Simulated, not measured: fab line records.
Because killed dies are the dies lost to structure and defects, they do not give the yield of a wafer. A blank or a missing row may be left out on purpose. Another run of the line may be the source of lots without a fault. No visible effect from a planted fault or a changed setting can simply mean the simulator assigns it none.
What tool caused it? -- flow n5Finfet -- 7 lots, 20 wafers sampled, at 3 steps of a route of 1938

== WHAT EACH GAUGE READ, for each wafer ==
N5_SD_EPI_P_EPI_MEAS_23.
lot,measured,on,thkNm (nm)
L664,day 3 19:39,filmMetro-01,60.9 60.9 60.8
L666,day 4 03:04,filmMetro-02,63.0 61.2 60.6
L668,day 4 18:58,filmMetro-02,61.2 59.9 62.1
L671,day 5 11:17,filmMetro-02,63.0 74.6 62.0
L673,day 6 00:40,filmMetro-01,74.2 73.5
L683,day 8 08:17,filmMetro-01,62.2 62.5 62.1
L685,day 9 00:31,filmMetro-01,61.4 62.8 58.8

== WHAT TOOL EACH LOT RAN ON (gives the tool, then ch and the chambers of the sampled wafers, and finally the start) ==
lot,N5_SD_EPI_P_ETCH_37,N5_SD_EPI_P_EPI_21
L664,"rieDiel-02 ch 0,1,3, day 3 16:12","epiRpcvd-01 ch 0, day 3 17:49"
L666,"rieDiel-06 ch 0,1, day 3 23:36","epiRpcvd-02 ch 0, day 4 01:13"
L668,"rieDiel-03 ch 0,2,3, day 4 14:40","epiRpcvd-02 ch 0, day 4 16:02"
L671,"rieDiel-06 ch 0,2, day 5 07:48","epiRpcvd-02 ch 0, day 5 09:05"
L673,"rieDiel-03 ch 1,2, day 5 21:13","epiRpcvd-02 ch 0, day 5 22:49"
L683,"rieDiel-02 ch 1,2,3, day 8 04:43","epiRpcvd-04 ch 0, day 8 06:05"
L685,"rieDiel-03 ch 0,1, day 8 20:13","epiRpcvd-02 ch 0, day 8 21:36"
- N5_SD_EPI_P_ETCH_37: etches SOC in N2/H2, overetch 108 nm, time 486 s.
- N5_SD_EPI_P_EPI_21: deposits SiGe:B, time 355 s.

== THE ANSWER, worked out from the rows above alone ==
Rule: the lots themselves supply what counts as usual. The widest of any qualifying gaps counts: lots, ordered by their means at a reading, are off when they make up no more than a third of the lots, leave a main group of 4 or more, and stand apart from it by 3 or more times the standard deviation of that group's means. The tables above print the reading to a certain number of digits; a main group whose means all agree to those digits is not used. A lot without any number at a reading at which 4 lots or more have one is off too. The other lots that the step has rows for count as sound.
Off: L671, L673, at N5_SD_EPI_P_EPI_MEAS_23 (thkNm). The main group: mean 61.4 nm, standard deviation 0.52.
A tool fits if, at a process step before that reading, it ran every lot that is off, and no sound lot after the first of them. The gauges at N5_SD_EPI_P_EPI_MEAS_23 are tried like those tools. Not one of the candidates tried fits.

== WHAT THE SIMULATOR HAD INSERTED ==
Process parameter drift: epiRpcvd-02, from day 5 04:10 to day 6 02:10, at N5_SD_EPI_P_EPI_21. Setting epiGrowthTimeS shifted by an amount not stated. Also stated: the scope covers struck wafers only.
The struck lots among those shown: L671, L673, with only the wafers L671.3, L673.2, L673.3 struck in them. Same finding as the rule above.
